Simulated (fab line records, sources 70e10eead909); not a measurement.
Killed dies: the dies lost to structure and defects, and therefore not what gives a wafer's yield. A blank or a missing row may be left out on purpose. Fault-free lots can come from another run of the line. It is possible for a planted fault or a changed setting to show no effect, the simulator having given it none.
Tool commonality check | flow nandHarc | Sampled: 12 lots, 36 wafers

== WHY THIS WAS OPENED ==
Flagged at NHARC_P_ZERO_WELL_CD_MEAS_52: reading cdNm, on 1 of 12 lots. Wafers without a fault read 1999.4 nm, standard deviation 2.1.
Rule: flag the lot when none of its wafers has a number, or when each of its wafers that has one lies beyond 4 standard deviations from that mean. All remaining lots are regarded as sound.

lot  | measured     | on       | cdNm (nm), wafer by wafer | flag
L340 | day 2 01:44  | cdSem-01 | 2003.6 2000.8 2003.4      | 
L342 | day 2 22:22  | cdSem-02 | 2001.1 2001.4 1997.9      | 
L343 | day 3 07:44  | cdSem-03 | 2000.3 1999.3 1999.3      | 
L344 | day 3 17:44  | cdSem-03 | 1999.4 2003.0 1998.1      | 
L345 | day 4 03:42  | cdSem-03 | 1996.9 1999.1 1999.7      | 
L346 | day 4 13:49  | cdSem-01 | 1960.0 1958.9 1956.4      | FLAGGED
L356 | day 8 17:50  | cdSem-01 | 1996.9 1999.4 1999.0      | 
L357 | day 9 04:18  | cdSem-02 | 1995.9 1998.3 1997.6      | 
L360 | day 10 09:44 | cdSem-02 | 2000.6 1998.0 2001.3      | 
L361 | day 10 19:37 | cdSem-03 | 1997.8 2002.6 1999.6      | 
L362 | day 11 05:46 | cdSem-03 | 1997.7 2002.1 1998.3      | 
L363 | day 11 15:44 | cdSem-03 | 1998.1 2001.0 1997.2      | 
Average over the flagged lots: 1958.4 nm; offset from the usual -41.0 nm, equal to -20 standard deviations.

== EACH LOT AND THE TOOL IT RAN ON ==
The record keeps 1 process step preceding the reading, out of 1302 steps on the route. In each cell: the tool, then ch and the chambers that the sampled wafers went through, then the start.
lot  | flag    | NHARC_P_ZERO_WELL_EXPOSE_49
L340 |         | krfScanner-02 ch 0, day 2 01:34
L342 |         | krfScanner-01 ch 0, day 2 22:13
L343 |         | krfScanner-04 ch 0, day 3 07:35
L344 |         | krfScanner-01 ch 0, day 3 17:35
L345 |         | krfScanner-02 ch 0, day 4 03:34
L346 | FLAGGED | krfScanner-02 ch 0, day 4 13:40
L356 |         | krfScanner-02 ch 0, day 8 17:40
L357 |         | krfScanner-01 ch 0, day 9 04:08
L360 |         | krfScanner-02 ch 0, day 10 09:35
L361 |         | krfScanner-01 ch 0, day 10 19:28
L362 |         | krfScanner-04 ch 0, day 11 05:37
L363 |         | krfScanner-02 ch 0, day 11 15:35
These steps, and what they do:
- NHARC_P_ZERO_WELL_EXPOSE_49: exposes mask P HVPW, target cd 2000 nm.
- NHARC_P_ZERO_WELL_CD_MEAS_52: target cd 2000 nm.

== FLAGGED OVER TOTAL, TOOL BY TOOL (the gauges that took the reading come last) ==
step                         | tool          | lots run | flagged | share of the flagged lots | sound lots run after its first flagged lot
NHARC_P_ZERO_WELL_EXPOSE_49  | krfScanner-01 | 4        | 0       | none                      | -
NHARC_P_ZERO_WELL_EXPOSE_49  | krfScanner-02 | 6        | 1       | all                       | 3 (L356,L360,L363)
NHARC_P_ZERO_WELL_EXPOSE_49  | krfScanner-04 | 2        | 0       | none                      | -
NHARC_P_ZERO_WELL_CD_MEAS_52 | cdSem-01      | 3        | 1       | all                       | 1 (L356)
NHARC_P_ZERO_WELL_CD_MEAS_52 | cdSem-02      | 3        | 0       | none                      | -
NHARC_P_ZERO_WELL_CD_MEAS_52 | cdSem-03      | 6        | 0       | none                      | -

== WHAT THE TABLE PERMITS ==
Rows of the table that ran all the flagged lots, 2 in number: krfScanner-02 at NHARC_P_ZERO_WELL_EXPOSE_49; cdSem-01 at NHARC_P_ZERO_WELL_CD_MEAS_52.
- krfScanner-02 at NHARC_P_ZERO_WELL_EXPOSE_49 ran 6 lots, 1 of them flagged. Lots that were sound ran on it after the first flagged one (L356, L360, L363); a persistent fault on the entire tool would not allow that.
- cdSem-01 at NHARC_P_ZERO_WELL_CD_MEAS_52 ran 3 lots, 1 of them flagged. Lots that were sound ran on it after the first flagged one (L356); a persistent fault on the entire tool would not allow that.
There is no row in the table that ran each flagged lot and no sound lot after the first.

== WHAT HAD BEEN PUT IN BY THE SIMULATOR ==
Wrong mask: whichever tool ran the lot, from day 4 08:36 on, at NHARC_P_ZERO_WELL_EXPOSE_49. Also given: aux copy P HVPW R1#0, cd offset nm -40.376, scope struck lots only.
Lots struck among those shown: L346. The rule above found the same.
